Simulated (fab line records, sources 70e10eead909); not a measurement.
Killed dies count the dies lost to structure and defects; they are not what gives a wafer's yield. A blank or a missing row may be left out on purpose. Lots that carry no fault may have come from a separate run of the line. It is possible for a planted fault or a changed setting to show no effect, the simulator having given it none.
2 desks looking at one fault ; flow nand_harc ; what lay behind the numbers comes last; until then each desk has only its own

## THE METROLOGY DESK
What the gauges read, lot by lot, whatever tool the lot ran on: means of the sampled wafers that have a number. Marked OUT: a lot whose mean sits more than 4 standard deviations from the usual mean, which makes it out of limits; the brackets give that distance.
Columns: A = thk_nm at NHARC_P_M2_THK_MEAS_24, usual 144.1 nm; B = cd_nm at NHARC_P_BONDPAD_CD_MEAS_13, usual 499 nm
lot;first seen here;A;B
L683;day 6 16:29;143.9;499
L684;day 7 01:13;141.7;500
L685;day 7 05:46;143.8;499
L687;day 8 13:26;143.6;501
L688;day 8 14:13;143.9;499
L689;day 8 22:28;141.5;501
L690;day 9 20:09;144.0;499
L691;day 10 00:47;144.2;497
L699;day 13 07:21;144.8;500
L700;day 13 15:12;142.9;499
L701;day 13 22:16;144.7;499
L704;day 15 02:26;142.6;499
L703;day 15 02:53;146.1;498
L705;day 15 19:06;143.3;501
L706;day 16 00:20;145.2;498
This desk's verdict: no lot among the 15 shows anything out of limits.

## THE TOOL OWNER'S DESK: litho_track-07
Per lot that ran on this tool, the mean of the sampled wafers carrying a number, from the tool's own readings at NHARC_P_BONDPAD_DEVELOP_08 (time 50 s). Marked OUT: a lot whose mean sits more than 4 standard deviations from the usual mean, which makes it out of limits; the brackets give that distance.
Columns: A = chill_plate_temp_C at NHARC_P_BONDPAD_DEVELOP_08, usual 23.00 C; B = developer_temp_C at NHARC_P_BONDPAD_DEVELOP_08, usual 22.02 C
lot;first seen here;A;B
L684;day 7 03:00;23.02;22.08
L688;day 8 16:00;23.19;22.15
L701;day 14 00:00;23.04;22.00
L703;day 15 04:00;22.93;22.03
This desk's verdict: no lot among the 4 shows anything out of limits.

## PUT TOGETHER
From the metrology desk's view, nothing was out of limits.
Nothing out of limits was seen by the tool owner's desk.

## WHAT WAS PUT IN BY THE SIMULATOR
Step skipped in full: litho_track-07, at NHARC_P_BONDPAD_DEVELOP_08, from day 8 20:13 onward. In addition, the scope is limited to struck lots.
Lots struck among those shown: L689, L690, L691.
